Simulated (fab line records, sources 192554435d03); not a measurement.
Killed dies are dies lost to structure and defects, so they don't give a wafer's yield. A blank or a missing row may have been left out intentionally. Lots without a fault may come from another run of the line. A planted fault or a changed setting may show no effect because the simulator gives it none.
fab line records ; flow n5_finfet
[record] lots = 9; wafers = 27; last_day = 17
route steps=1938 shown HKMG_FIN@398 BEOL_M4@1111 PASSIVATION@1936
lots untouched by any fault: they come from a run of this same line in which no faults occurred
start_h: the number of hours between the record's first day and the start of the first shown wafer of the lot ; wait_h: hours since the lot's step before ; " same as the row above ; L1.1+2: a row that stands for several wafers ; - either no value or no given start ; * or withheld: withheld ; < > ~ a bound
route shown NAME@n: a module of which the file shows steps, and the number in the route of the first ; usual: mean and standard deviation over wafers with no fault ; same: alike in all rows ; chamber/n: place in a boat ; sites: readings site by site ; _std_site: the values' standard deviation ; _edge_site: outer sites' mean less inner sites' ; radius_mm: for every site, how far away it sits from the centre of the wafer ; mask NAME#n: copy n ; behind: tool/chamber where the wafer was last shaped ; hold: why the lot went on hold/how many hours it stayed there/how the hold came to an end ; device: the transistor (n, p or np) that didn't switch ; end of line: the tests these same wafers got at the end of their route ; a step given without rows: its recipe and nothing more ; killed: at the first sort, the dies lost to defects and structure; wafer yield is something else ; map: a wafer's dies, marking killed ones x, the rest . and places with no die _
set.NAME: the setting as run; set.NAME@STEP: as run at that earlier step ; model.NAME: the simulator's own value behind a step, which no gauge read
a sample of lots followed through the steps of the route, with each step as a table and each wafer as a row
services: a tool's chamber out of use, with start hour (start_h, from the record's first day; less than 0 if before it), hours out, and reason
[[steps]]
[step N5_HKMG_FIN_CD_MEAS_49]
[recipe] target_cd_nm = 202; landing_energy_ev = 500; detector = se_inlens; polarity = opening
[usual] cd_nm = 201.9/0.48
lot.wafer;tool;chamber;start_h;wait_h;cd_nm
L423.3;cd_sem-02;0;85.15;-;201.8
L423.5;cd_sem-02;0;85.15;-;202.1
L423.6;cd_sem-02;0;85.15;-;202.4
L427.3;cd_sem-02;0;108.16;-;202.6
L427.4;cd_sem-02;0;108.16;-;201.4
L427.5;cd_sem-02;0;108.16;-;201.7
L428.3;cd_sem-03;0;115.51;-;201.7
L428.5;cd_sem-03;0;115.51;-;201.7
L428.6;cd_sem-03;0;115.51;-;201.6
L433.1;cd_sem-03;0;148.68;-;202.0
L433.5;cd_sem-03;0;148.68;-;202.2
L433.6;cd_sem-03;0;148.68;-;201.8
L436.1;cd_sem-01;0;161.41;-;201.3
L436.4;cd_sem-01;0;161.41;-;201.5
L436.6;cd_sem-01;0;161.41;-;202.5
L438.1;cd_sem-01;0;173.76;-;202.4
L438.2;cd_sem-01;0;173.76;-;201.9
L438.3;cd_sem-01;0;173.76;-;201.5
L441.1;cd_sem-03;0;194.24;-;201.7
L441.3;cd_sem-03;0;194.24;-;202.7
L441.4;cd_sem-03;0;194.24;-;201.7
L443.1;cd_sem-02;0;209.01;-;201.6
L443.3;cd_sem-02;0;209.01;-;201.4
L443.6;cd_sem-02;0;209.01;-;201.5
L444.3;cd_sem-01;0;209.22;-;201.3
L444.4;cd_sem-01;0;209.22;-;201.5
L444.6;cd_sem-01;0;209.22;-;201.4
[step N5_HKMG_FIN_ETCH_55]
[recipe] chemistry = N2/H2; target = SOC; target_depth_a = 2400; temp_c = 40; time_s = 300; ion_energy_ev = 200; mask_material = SiARC; pressure_mtorr = 30; source_w = 840; bias_w = 150; n2_flow_sccm = 200; h2_flow_sccm = 200
[usual] drypump_motor_current_A = 5.9/0.42; oes_product_au = 0.78/0.088; rf_vpp_V = 524.2/2.9; showerhead_plenum_p_Torr = 2.55/0.097; throttle_valve_pct = 17.72/0.21
[same] time_s = 300
lot.wafer;tool;chamber;start_h;wait_h;drypump_motor_current_A;oes_product_au;rf_hours_counter_h;rf_vpp_V;showerhead_plenum_p_Torr;throttle_valve_pct
L423.3;rie_diel-06;1;85.42;0.0;6.4;0.91;32;528.1;2.71;17.70
L423.5;rie_diel-06;1;85.42;0.0;6.5;0.91;-;528.9;2.71;17.69
L423.6;rie_diel-06;2;85.42;0.0;5.6;0.80;-;520.4;2.45;17.78
L427.3;rie_diel-04;0;108.34;0.0;5.4;0.91;24;526.2;2.59;17.57
L427.4;rie_diel-04;2;108.34;0.0;5.9;0.84;-;523.9;2.58;18.01
L427.5;rie_diel-04;0;108.34;0.0;5.4;0.93;-;524.5;2.59;17.56
L428.3;rie_diel-05;1;116.00;0.0;5.7;0.77;111;528.1;2.67;17.57
L428.5;rie_diel-05;1;116.00;0.0;5.6;0.77;-;526.7;2.67;17.58
L428.6;rie_diel-05;3;116.00;0.0;5.9;0.67;-;522.7;2.52;17.95
L433.1;rie_diel-05;1;148.86;0.0;5.6;0.76;126;527.7;2.66;17.58
L433.5;rie_diel-05;3;148.86;0.0;5.9;0.66;-;522.3;2.51;17.98
L433.6;rie_diel-05;2;148.86;0.0;5.8;0.94;-;525.7;2.60;17.17
L436.1;rie_diel-04;0;161.59;0.0;5.4;0.87;46;525.9;2.58;17.59
L436.4;rie_diel-04;2;161.59;0.0;5.9;0.82;87;525.7;2.57;18.03
L436.6;rie_diel-04;0;161.59;0.0;5.4;0.88;-;526.3;2.58;17.61
L438.1;rie_diel-06;2;173.94;0.0;5.7;0.76;154;520.9;2.44;17.84
L438.2;rie_diel-06;3;173.94;0.0;6.6;0.68;232;519.1;2.41;17.60
L438.3;rie_diel-06;1;173.94;0.0;6.5;0.85;66;527.5;2.69;17.76
L441.1;rie_diel-06;2;194.42;0.0;5.7;0.76;161;521.4;2.44;17.85
L441.3;rie_diel-06;0;194.42;0.0;5.9;0.73;160;524.4;2.54;17.67
L441.4;rie_diel-06;3;194.42;0.0;6.6;0.67;240;519.3;2.41;17.61
L443.1;rie_diel-04;1;209.29;0.0;6.0;0.83;69;525.6;2.58;17.41
L443.3;rie_diel-04;0;209.29;0.0;5.4;0.84;58;526.1;2.57;17.62
L443.6;rie_diel-04;0;209.29;0.0;5.4;0.85;-;524.9;2.57;17.63
L444.3;rie_diel-06;1;209.39;0.0;6.5;0.85;75;527.0;2.69;17.78
L444.4;rie_diel-06;0;209.39;0.0;5.9;0.73;164;523.1;2.54;17.66
L444.6;rie_diel-06;2;209.39;0.0;5.7;0.76;-;520.8;2.43;17.85
[step N5_HKMG_FIN_ALD_36]
[recipe] material = TiN; target_thk_a = 10; temp_c = 400; ald_precursor_family = TiCl4; ald_co_reactant = NH3; pulse_time_s = 1; purge_time_s = 3; co_reactant_purge_time_s = 2; co_reactant_pulse_time_s = 2; ald_cycles = 47; pressure_torr = 3
[usual] heater_power_w = 861/81; precursor_pulse_height_rel = 0.999/0.02; susceptor_temp_C = 399.97/0.23
[same] pulse_time_s = 1; purge_time_s = 3
lot.wafer;tool;chamber;start_h;wait_h;heater_power_w;precursor_pulse_height_rel;susceptor_temp_C
L423.3;ald_metal-01;2;87.45;0.0;875;1.008;399.90
L423.5;ald_metal-01;1;87.45;0.0;933;0.986;400.31
L423.6;ald_metal-01;0;87.45;0.0;804;1.033;399.99
L427.3;ald_metal-04;2;110.64;0.0;1000;1.010;400.25
L427.4;ald_metal-04;0;110.64;0.0;886;0.995;400.22
L427.5;ald_metal-04;1;110.64;0.0;815;1.014;400.65
L428.3;ald_metal-03;2;118.28;0.0;754;0.973;400.02
L428.5;ald_metal-03;0;118.28;0.0;850;1.000;400.07
L428.6;ald_metal-03;3;118.28;0.0;1014;1.013;399.82
L433.1;ald_metal-04;0;150.99;0.0;874;0.974;399.96
L433.5;ald_metal-04;2;150.99;0.0;986;0.989;399.63
L433.6;ald_metal-04;1;150.99;0.0;819;0.988;400.14
L436.1;ald_metal-04;2;163.64;0.0;1020;1.033;399.81
L436.4;ald_metal-04;1;163.64;0.0;824;1.008;399.86
L436.6;ald_metal-04;3;163.64;0.0;781;0.990;399.81
L438.1;ald_metal-01;1;176.00;0.0;974;1.005;400.21
L438.2;ald_metal-01;3;176.00;0.0;756;0.994;400.04
L438.3;ald_metal-01;2;176.00;0.0;881;1.012;399.96
L441.1;ald_metal-01;1;196.47;0.0;944;1.026;399.87
L441.3;ald_metal-01;2;196.47;0.0;877;0.993;400.05
L441.4;ald_metal-01;0;196.47;0.0;820;1.008;399.87
L443.1;ald_metal-01;3;211.41;0.0;749;0.963;400.14
L443.3;ald_metal-01;0;211.41;0.0;815;0.992;400.41
L443.6;ald_metal-01;1;211.41;0.0;935;1.003;399.66
L444.3;ald_metal-03;0;211.53;0.0;873;0.971;400.11
L444.4;ald_metal-03;0;211.53;0.0;880;1.015;400.29
L444.6;ald_metal-03;2;211.53;0.0;776;1.014;400.06
[step N5_HKMG_FIN_COAT_29]
[recipe] resist = SOC; temp_c = 250; time_s = 60; spin_rpm = 1500; resist_thk_nm = 300
[usual] heater_power_total_W = 500.3/1.7; spin_speed_rpm = 1500.2/1.1
[same] time_s = 60
lot.wafer;tool;chamber;start_h;wait_h;heater_power_total_W;spin_speed_rpm
L423.3;litho_track-02;0;88.24;0.2;499.4;1502.0
L423.5;litho_track-02;0;88.24;0.2;502.3;1500.8
L423.6;litho_track-02;0;88.24;0.2;503.2;1503.5
L427.3;litho_track-02;0;111.43;0.2;501.2;1501.8
L427.4;litho_track-02;0;111.43;0.2;498.6;1500.0
L427.5;litho_track-02;0;111.43;0.2;503.3;1500.3
L428.3;litho_track-01;0;119.07;0.2;502.0;1501.2
L428.5;litho_track-01;0;119.07;0.2;503.3;1500.4
L428.6;litho_track-01;0;119.07;0.2;499.4;1501.4
L433.1;litho_track-02;0;151.78;0.2;502.3;1370.6
L433.5;litho_track-02;0;151.78;0.2;497.8;1374.0
L433.6;litho_track-02;0;151.78;0.2;497.6;1371.4
L436.1;litho_track-02;0;164.43;0.2;503.3;1369.9
L436.4;litho_track-02;0;164.43;0.2;501.9;1368.9
L436.6;litho_track-02;0;164.43;0.2;497.9;1372.0
L438.1;litho_track-01;0;176.79;0.2;499.7;1499.6
L438.2;litho_track-01;0;176.79;0.2;498.2;1501.9
L438.3;litho_track-01;0;176.79;0.2;502.4;1500.4
L441.1;litho_track-01;0;197.26;0.2;503.0;1499.9
L441.3;litho_track-01;0;197.26;0.2;498.6;1499.8
L441.4;litho_track-01;0;197.26;0.2;498.1;1498.8
L443.1;litho_track-01;0;212.19;0.2;501.4;1499.3
L443.3;litho_track-01;0;212.19;0.2;502.3;1500.0
L443.6;litho_track-01;0;212.19;0.2;500.4;1499.6
L444.3;litho_track-05;0;212.32;0.2;498.6;1500.1
L444.4;litho_track-05;0;212.32;0.2;501.2;1499.4
L444.6;litho_track-05;0;212.32;0.2;499.9;1499.4
[step N5_BEOL_M4_RC_MEAS_101]
[usual] DIBL_N = 36.3/1.4; DIBL_P = 36.2/1.5; IOFF_N = 0.160/0.021; IOFF_P = 0.211/0.027; ION_N = 676/7.7; ION_P = 463/5.5; SS_N = 71.4/0.57; SS_P = 73.3/0.58; VT_N = 249.3/2.5; VT_P = -250.1/2.6
lot.wafer;tool;chamber;start_h;wait_h;DIBL_N[mV/V];DIBL_P[mV/V];IOFF_N[nA/um];IOFF_P[nA/um];ION_N[uA/um];ION_P[uA/um];SS_N[mV/dec];SS_P[mV/dec];VT_N[mV];VT_P[mV]
L423.3;prober-01;0;186.48;0.3;34.7;35.4;0.147;0.193;674;461;70.8;72.1;249.7;-250.8
L423.5;prober-01;0;186.48;0.3;35.4;35.5;0.154;0.193;673;457;71.6;73.2;250.8;-250.3
L423.6;prober-01;0;186.48;0.3;35.9;36.0;0.162;0.212;676;463;71.6;72.9;249.0;-249.7
L427.3;prober-01;0;205.08;0.3;38.6;37.1;0.156;0.234;668;467;71.9;73.6;252.9;-250.9
L427.4;prober-01;0;205.08;0.3;38.2;37.4;0.152;0.229;673;469;71.0;73.6;249.7;-249.4
L427.5;prober-01;0;205.08;0.3;37.8;35.5;0.137;0.201;674;461;71.8;73.1;253.1;-250.7
L428.3;prober-01;0;214.55;0.3;37.1;35.6;0.154;0.203;673;460;71.1;73.5;250.1;-250.2
L428.5;prober-01;0;214.55;0.3;35.9;34.0;0.139;0.198;677;469;70.9;72.5;249.1;-248.9
L428.6;prober-01;0;214.55;0.3;36.6;34.4;0.144;0.193;665;468;70.8;72.9;248.3;-249.8
L433.1;prober-02;0;246.32;0.0;36.0;36.1;0.147;0.180;659;455;72.1;73.0;251.5;-253.5
L433.5;prober-02;0;246.32;0.0;37.8;38.2;0.174;0.200;682;460;71.9;74.3;248.3;-251.7
L433.6;prober-02;0;246.32;0.0;36.2;35.8;0.149;0.172;663;446;71.4;72.8;252.0;-255.1
L436.1;prober-02;0;260.78;0.0;35.1;33.8;0.132;0.212;677;465;70.5;72.9;249.9;-245.2
L436.4;prober-02;0;260.78;0.0;38.3;38.1;0.192;0.283;686;475;72.5;73.9;246.7;-245.0
L436.6;prober-02;0;260.78;0.0;39.6;38.9;0.220;0.301;697;480;72.0;74.3;242.6;-244.7
L438.1;prober-02;0;265.66;0.0;36.1;35.1;0.162;0.204;672;465;71.2;72.9;248.7;-249.9
L438.2;prober-02;0;265.66;0.0;36.1;34.6;0.162;0.194;681;463;71.5;73.4;248.9;-252.3
L438.3;prober-02;0;265.66;0.0;35.0;33.8;0.150;0.184;680;463;70.9;72.8;250.5;-251.6
L441.1;prober-02;0;296.92;0.0;36.2;37.0;0.155;0.210;681;465;71.0;72.6;248.7;-248.2
L441.3;prober-02;0;296.92;0.0;33.3;34.4;0.112;0.168;667;460;70.5;72.3;252.3;-251.6
L441.4;prober-02;0;296.92;0.0;35.4;36.0;0.134;0.185;676;465;71.1;72.1;250.8;-252.4
L443.1;prober-01;0;308.31;0.0;36.9;37.2;0.179;0.233;680;468;71.7;73.4;249.0;-246.6
L443.3;prober-01;0;308.31;0.0;36.1;36.4;0.162;0.231;683;469;71.4;74.0;249.9;-250.1
L443.6;prober-01;0;308.31;0.0;37.2;37.9;0.189;0.242;687;471;72.7;74.3;247.6;-248.8
L444.3;prober-01;0;313.48;0.3;36.2;36.6;0.155;0.221;673;465;71.6;74.1;250.7;-249.9
L444.4;prober-01;0;313.48;0.3;35.2;34.4;0.125;0.181;660;451;70.8;73.0;253.3;-250.6
L444.6;prober-01;0;313.48;0.3;37.5;37.0;0.157;0.228;673;460;71.8;74.3;250.6;-249.8
[step N5_PASSIVATION_PROBE_49]
[usual] defect_limited_yield = 91.3/1.4; killed_at_M0_to_M3 = 34/10; killed_at_M4_up = 13/4.8; killed_at_contacts = 12/6.1; killed_at_front_end = 40/11; killed_at_other = 3.7/2.8; killed_dies = 103/16; killed_on_rim = 13/3.6; killed_open = 67/12; killed_short = 34/7.4; sort_bin_5_function = 5.1/0.95; sort_bin_6_memory = 3.2/0.62; sort_n_pass = 1077/16; sort_yield_pct = 91.3/1.4
[same] gross_dies = 1180; killed_at_back_side = 0; sort_bin_4_leakage[%] = 0; sort_bin_8_speed[%] = 0
lot.wafer;tool;chamber;start_h;wait_h;defect_limited_yield[%];killed_at_M0_to_M3;killed_at_M4_up;killed_at_contacts;killed_at_front_end;killed_at_other;killed_dies;killed_on_rim;killed_open;killed_short;sort_bin_5_function[%];sort_bin_6_memory[%];sort_n_pass;sort_yield_pct[%]
L427.3;prober-01;-;307.24;0.1;91.4;28;12;14;46;2;102;18;66;36;5.1;3.5;1078;91.4
L427.4;prober-01;-;307.29;0.2;90.5;33;24;9;44;2;112;15;81;30;5.6;3.7;1068;90.5
L427.5;prober-01;-;307.34;0.2;92.2;22;7;11;52;0;92;13;59;32;4.6;3.0;1088;92.2
L433.1;prober-01;-;342.79;0.0;90.7;28;12;12;50;8;110;11;68;40;5.4;3.5;1070;90.7
L433.5;prober-01;-;342.99;0.2;93.0;35;11;3;25;9;83;14;49;32;4.4;2.5;1097;93.0
L433.6;prober-01;-;343.04;0.3;90.7;25;11;13;53;8;110;18;77;32;5.5;3.6;1070;90.7
L436.1;prober-01;-;368.62;0.0;90.1;20;5;11;76;5;117;16;85;28;5.9;3.6;1063;90.1
L436.4;prober-01;-;368.77;0.2;93.5;24;8;9;26;10;77;10;51;26;4.0;2.4;1103;93.5
L436.6;prober-01;-;368.87;0.3;92.1;13;10;12;46;12;93;9;64;27;4.6;3.2;1087;92.1
L438.1;prober-01;-;371.76;0.0;91.0;31;10;16;48;1;106;15;71;35;5.4;3.1;1074;91.0
L438.2;prober-01;-;371.81;0.1;90.9;37;13;13;40;4;107;12;73;34;4.9;4.1;1073;90.9
L438.3;prober-01;-;371.86;0.1;91.8;20;13;13;48;3;97;12;60;31;4.3;3.3;1083;91.8
L441.1;prober-01;-;401.44;0.5;91.7;36;7;11;38;6;98;13;53;43;4.9;3.1;1082;91.7
L441.3;prober-01;-;401.54;0.6;91.9;46;11;1;35;3;96;20;55;37;4.7;3.3;1084;91.9
L441.4;prober-01;-;401.59;0.7;91.9;48;13;6;27;1;95;10;62;31;4.2;3.6;1085;91.9
// killed by level:class
L427.3 STI_FIN_REVEAL:geometric_particle:open=11 BEOL_M1:geometric_particle:open=9 MOL_CONTACT_COAG:geometric_particle:open=8 BEOL_M4:geometric_particle:open=7 FIN_SAQP:geometric_particle:short=6 MOL_CONTACT_COAG:geometric_particle:short=6 BEOL_M0:geometric_particle:open=6 FIN_SAQP:geometric_particle:open=5
L427.4 BEOL_M4:geometric_particle:open=11 MOL_CONTACT_COAG:geometric_particle:open=9 BEOL_M2:geometric_particle:open=9 BEOL_M0:geometric_particle:open=8 FIN_SAQP:geometric_particle:open=6 FIN_SAQP:geometric_particle:short=5 ILD0:geometric_particle:short=5 BEOL_M0_SAQP:geometric_particle:short=5
L427.5 STI_FIN_REVEAL:geometric_particle:open=15 FIN_SAQP:geometric_particle:open=10 FIN_SAQP:geometric_particle:short=9 MOL_CONTACT_COAG:geometric_particle:open=9 BEOL_M1:geometric_particle:open=5 GATE_CUT:geometric_particle:open=5 BEOL_M0_SAQP:geometric_particle:short=5 BEOL_M1:geometric_particle:short=5
L433.1 STI_FIN_REVEAL:geometric_particle:open=17 FIN_SAQP:geometric_particle:open=11 FIN_SAQP:geometric_particle:short=10 BEOL_M0_SAQP:geometric_particle:short=10 BEOL_M0_SAQP:geometric_particle:open=10 BEOL_M4:geometric_particle:open=8 MOL_CONTACT_COAG:geometric_particle:open=7 STI_FIN_REVEAL:geometric_particle:short=5
L433.5 BEOL_M0_SAQP:geometric_particle:open=10 FIN_SAQP:geometric_particle:open=7 BEOL_M0_SAQP:geometric_particle:short=6 BEOL_M2:geometric_particle:short=6 GATE_CUT:geometric_particle:short=4 BEOL_M2:geometric_particle:open=4 BEOL_M3:geometric_particle:short=4 BEOL_M4:geometric_particle:open=4
L433.6 FIN_SAQP:geometric_particle:open=14 FIN_SAQP:geometric_particle:short=14 STI_FIN_REVEAL:geometric_particle:open=14 MOL_CONTACT_COAG:geometric_particle:open=12 BEOL_M0_SAQP:geometric_particle:open=8 BEOL_M0_SAQP:geometric_particle:short=6 BEOL_M7:geometric_particle:open=5 BEOL_M1:geometric_particle:open=4
L436.1 FIN_SAQP:geometric_particle:open=35 STI_FIN_REVEAL:geometric_particle:open=17 FIN_SAQP:geometric_particle:short=11 MOL_CONTACT_COAG:geometric_particle:open=6 BEOL_M2:geometric_particle:open=5 MOL_CONTACT_COAG:geometric_particle:short=4 BEOL_M0_SAQP:geometric_particle:open=4 STARTING-WAFER:geometric_particle:open=4
L436.4 FIN_SAQP:geometric_particle:open=15 MOL_CONTACT_COAG:geometric_particle:open=5 BEOL_M1:geometric_particle:short=5 BEOL_M2:geometric_particle:open=5 BEOL_M4:geometric_particle:open=5 MOL_CONTACT_COAG:geometric_particle:short=4 BEOL_M0:geometric_particle:short=3 STI_FIN_REVEAL:geometric_particle:short=3
L436.6 FIN_SAQP:geometric_particle:open=13 STI_FIN_REVEAL:geometric_particle:open=12 MOL_CONTACT_COAG:geometric_particle:open=8 FIN_SAQP:geometric_particle:short=7 MIM_BOT:geometric_particle:open=4 MOL_CONTACT_COAG:geometric_particle:short=4 BEOL_M1:geometric_particle:open=3 BEOL_M2:geometric_particle:open=3
L438.1 MOL_CONTACT_COAG:geometric_particle:open=12 STI_FIN_REVEAL:geometric_particle:open=9 DUMMY_GATE:geometric_particle:open=9 GATE_CUT:geometric_particle:short=9 BEOL_M3:geometric_particle:open=7 BEOL_M2:geometric_particle:open=7 MOL_CONTACT_COAG:geometric_particle:short=4 BEOL_M0_SAQP:geometric_particle:open=4
L438.2 MOL_CONTACT_COAG:geometric_particle:open=12 BEOL_M0_SAQP:geometric_particle:short=10 STI_FIN_REVEAL:geometric_particle:open=9 BEOL_M2:geometric_particle:open=8 FIN_SAQP:geometric_particle:open=7 BEOL_M1:geometric_particle:open=7 GATE_CUT:geometric_particle:short=6 GATE_CUT:geometric_particle:open=5
L438.3 MOL_CONTACT_COAG:geometric_particle:open=12 STI_FIN_REVEAL:geometric_particle:open=11 GATE_CUT:geometric_particle:short=6 DUMMY_GATE:geometric_particle:open=5 GATE_CUT:geometric_particle:open=5 BEOL_M0_SAQP:geometric_particle:short=5 FIN_CUT:geometric_particle:short=4 DUMMY_GATE:geometric_particle:short=4
L441.1 BEOL_M2:geometric_particle:open=12 FIN_SAQP:geometric_particle:short=9 GATE_CUT:geometric_particle:short=8 BEOL_M3:geometric_particle:open=8 MOL_CONTACT_COAG:geometric_particle:open=6 MOL_CONTACT_COAG:geometric_particle:short=5 BEOL_M0_SAQP:geometric_particle:short=5 STI_FIN_REVEAL:geometric_particle:open=4
L441.3 STI_FIN_REVEAL:geometric_particle:open=8 BEOL_M0_SAQP:geometric_particle:short=8 BEOL_M1:geometric_particle:open=8 BEOL_M3:geometric_particle:open=8 FIN_SAQP:geometric_particle:short=7 BEOL_M1:geometric_particle:short=6 BEOL_M0_SAQP:geometric_particle:open=5 BEOL_M2:geometric_particle:open=5
L441.4 BEOL_M0_SAQP:geometric_particle:open=11 BEOL_M0_SAQP:geometric_particle:short=11 FIN_SAQP:geometric_particle:open=8 BEOL_M1:geometric_particle:open=8 FIN_SAQP:geometric_particle:short=5 STI_FIN_REVEAL:geometric_particle:open=5 MOL_CONTACT_COAG:geometric_particle:open=5 BEOL_M1:geometric_particle:short=5
[[services]]
tool;chamber;start_h;hours;kind
rie_diel-04;1;104.02;9.3;repair
rie_diel-05;2;104.20;-;clean
rie_diel-05;2;104.20;-;consumable_replace:focus_ring
rie_diel-05;2;104.20;12.5;scheduled_down
rie_diel-05;2;104.20;12.5;vent_cycle
ald_metal-03;-;112.35;2.8;pm
rie_diel-05;0;116.69;-;clean
rie_diel-05;0;116.69;-;consumable_replace:focus_ring
rie_diel-05;0;116.69;-;consumable_replace:showerhead
rie_diel-05;0;116.69;19.2;scheduled_down
rie_diel-05;0;116.69;19.2;vent_cycle
rie_diel-05;2;132.80;6.0;repair
rie_diel-04;3;137.04;-;clean
rie_diel-04;3;137.04;-;consumable_replace:focus_ring
rie_diel-04;3;137.04;17.2;scheduled_down
rie_diel-04;3;137.04;17.2;vent_cycle
ald_metal-01;-;141.44;6.0;pm
ald_metal-03;1;141.59;3.0;repair
ald_metal-04;-;164.45;8.7;pm
rie_diel-05;3;204.47;-;clean
rie_diel-05;3;204.47;-;consumable_replace:focus_ring
rie_diel-05;3;204.47;40.2;scheduled_down
rie_diel-05;3;204.47;40.2;vent_cycle
ald_metal-03;3;208.02;6.1;repair
[[key]]
[first_sign] step = N5_HKMG_FIN_COAT_29; reading = spin_speed_rpm; direction = down; sigmas = 99+; usual = *; struck = *
effect none on later readings
met_at N5_HKMG_FIN_COAT_29
struck_lots L433,L436
not_acting_at N5_HKMG_FIN_CD_MEAS_49,N5_HKMG_FIN_ETCH_55,N5_HKMG_FIN_ALD_36
onset_between 111.43 151.78
[fault] kind = process_parameter_drift; tool = litho_track-02; chamber = -; onset_h = 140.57; steps = N5_HKMG_FIN_COAT_29; channel = spin_rpm; offset = *; shape = step; end_h = 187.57; acts_in = *; stated = *
